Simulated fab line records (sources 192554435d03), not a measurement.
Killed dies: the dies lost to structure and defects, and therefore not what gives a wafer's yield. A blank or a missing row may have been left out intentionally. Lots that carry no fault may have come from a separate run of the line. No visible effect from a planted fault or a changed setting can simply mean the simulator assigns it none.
Struck lot and sound lot, side by side	flow n5_finfet	41 steps out of a route of 1938
Sound: wafers L370.2, L370.4, L370.6. Struck: wafer L381.3 (left out: L381.2, L381.5 of the same lot, which were not struck); the cause appears at the end.
For every step that has rows: the tool of each side, followed by ch and its chambers, followed by its first start. Under that, the readings that differ: sound wafers	struck wafers	difference of the means	sigmas: that difference in standard deviations of wafers without a fault.
alike: words and numbers the same on both sides, and readings whose means are apart by under 2 such deviations; not compared: readings that were withheld, readings missing a value for some wafer, numbers with overlapping values and no deviation given by the record, and bounds like >300 which may hide the same value.
The two part at a step that has a row with sigmas, a row that says differs or no value, or rows on one side only. Non-overlapping numbers with no deviation appear without sigmas and do not part them. Lack of a reading on every wafer of one side parts them only where that side has two or more wafers.

first, 2 steps without rows for these wafers: N5_BEOL_M3_PRECLEAN_42 (cleans in residue remover, time 60 s); N5_BEOL_M3_SRD_43 (time 30 s).
N5_BEOL_M3_CD_MEAS_35: target cd 18 nm, target cd y 21 nm.
  sound on cd_sem-01 at day 7 04:22; struck on cd_sem-01 at day 10 06:14
  alike: cd_nm
then, 2 steps without rows for these wafers: N5_BEOL_M3_DEGAS_44 (time 60 s); N5_BEOL_M3_PRE_CLEAN_45 (time 30 s).
N5_BEOL_M3_ALD_84: deposits TaN, pulse time 2 s, purge time 3 s, co reactant purge time 2 s.
  sound on ald_metal-02 ch 0,1,3, day 7 05:43; struck on ald_metal-02 ch 3, day 10 06:43
  alike: heater_power_w, susceptor_temp_C
then, 6 steps without rows for these wafers: N5_BEOL_M3_SURFACE_TREAT_85; N5_BEOL_M3_CVD_47 (deposits Co from CCTBA/H2, target thk 3 nm, time 223.8 s); N5_BEOL_M3_SPUTTER_48 (material Cu, target thk 4.5 nm, time 8.29 s); N5_BEOL_M3_ANNEAL_49 (time 240 s); N5_BEOL_M3_SPUTTER_79 (material Cu, target thk 4.5 nm, time 8.29 s); N5_BEOL_M3_ANNEAL_80 (time 240 s).
N5_BEOL_M3_SPUTTER_81: material Cu, target thk 4.5 nm, time 8.29 s.
  sound on pvd_sputter-03 at day 7 06:47; struck on pvd_sputter-01 at day 10 09:43
  alike: susceptor_temp_C, throttle_valve_pct
then, 7 steps without rows for these wafers: N5_BEOL_M3_ANNEAL_82 (time 240 s); N5_BEOL_M3_SPUTTER_86 (material Cu, target thk 4.5 nm, time 8.29 s); N5_BEOL_M3_ANNEAL_87 (time 240 s); N5_BEOL_M3_SPUTTER_88 (material Cu, target thk 4.5 nm, time 8.29 s); N5_BEOL_M3_ANNEAL_89 (time 240 s); N5_BEOL_M3_SPUTTER_90 (material Cu, target thk 4.5 nm, time 8.29 s); N5_BEOL_M3_ANNEAL_91 (time 240 s).
N5_BEOL_M3_SPUTTER_92: material Cu, target thk 4.5 nm, time 8.29 s.
  sound on pvd_sputter-03 at day 7 07:40; struck on pvd_sputter-01 at day 10 10:36
  alike: susceptor_temp_C, throttle_valve_pct
N5_BEOL_M3_ANNEAL_93: time 240 s.
  sound on pvd_sputter-03 at day 7 07:45; struck on pvd_sputter-01 at day 10 10:41
  alike: heater_power_w, susceptor_temp_C
N5_BEOL_M3_SPUTTER_94: material Cu, target thk 4.5 nm, time 8.29 s.
  sound on pvd_sputter-03 at day 7 07:53; struck on pvd_sputter-01 at day 10 10:49
  alike: susceptor_temp_C, throttle_valve_pct
then, 9 steps without rows for these wafers: N5_BEOL_M3_ANNEAL_95 (time 240 s); N5_BEOL_M3_SPUTTER_96 (material Cu, target thk 4.5 nm, time 8.29 s); N5_BEOL_M3_ECD_50 (material Cu, target thk 300 nm); N5_BEOL_M3_ANNEAL_51 (time 90 s); N5_BEOL_M3_CMP_52 (polishes, stops on SiOC, t overpolish 6.8 s, target thk 40 nm); N5_BEOL_M3_PRE_CLEAN_60 (time 15 s); N5_BEOL_M3_CO_CAP_55 (material Co, precursor CCTBA/H2, target thk 2 nm, time 102.1 s); N5_BEOL_M3_PRE_CLEAN_56 (time 15 s); N5_BEOL_M3_DEP_57 (deposits SiCN from 3MS/NH3, target thk 8 nm, time 14 s).
N5_BEOL_M3_RS_MEAS_58: measurement is done with a four-point probe.
  sound on film_metro-02 at day 7 09:11; struck on film_metro-01 at day 10 12:07
  alike: M3_RS
then, 1 step without rows for these wafers: N5_BEOL_M4_ILD_DEP_00 (deposits SiOC from DEMS/O2, target thk 79 nm, time 15.3 s).
N5_BEOL_M4_THK_MEAS_01:
  sound on film_metro-02 at day 7 09:19; struck on film_metro-01 at day 10 12:19
  alike: M4_ILD_THK
N5_BEOL_M4_PECVD_72: deposits SiO2 from TEOS/O2, target thk 16 nm, time 18 s.
  sound on pecvd-01 ch 0,1,2, day 7 09:21; struck on pecvd-01 ch 0, day 10 12:22
  alike: heater_power_w, showerhead_plenum_p_Torr, susceptor_temp_C, throttle_valve_pct
then, 4 steps without rows for these wafers: N5_BEOL_M4_HM_DEP_02 (deposits TiN, target thk 20 nm); N5_BEOL_M4_COAT_61 (time 60 s, resist thk 60 nm); N5_BEOL_M4_COAT_62 (time 60 s, resist thk 12 nm); N5_BEOL_M4_COAT_73 (time 60 s, resist thk 5 nm).
-- here the record skips 5 days between the struck wafers' starts before and after, leaving off in module BEOL_M4 and picking up in module PASSIVATION (first step shown: number 1936 of the route) --
N5_PASSIVATION_PROBE_49:
  the record has rows for the struck wafers here (prober-01, day 15 11:26) and none for the sound ones

WHERE THEY PART
At N5_PASSIVATION_PROBE_49 and nowhere else, as far as this record goes.

WHY: the cause the simulator had injected
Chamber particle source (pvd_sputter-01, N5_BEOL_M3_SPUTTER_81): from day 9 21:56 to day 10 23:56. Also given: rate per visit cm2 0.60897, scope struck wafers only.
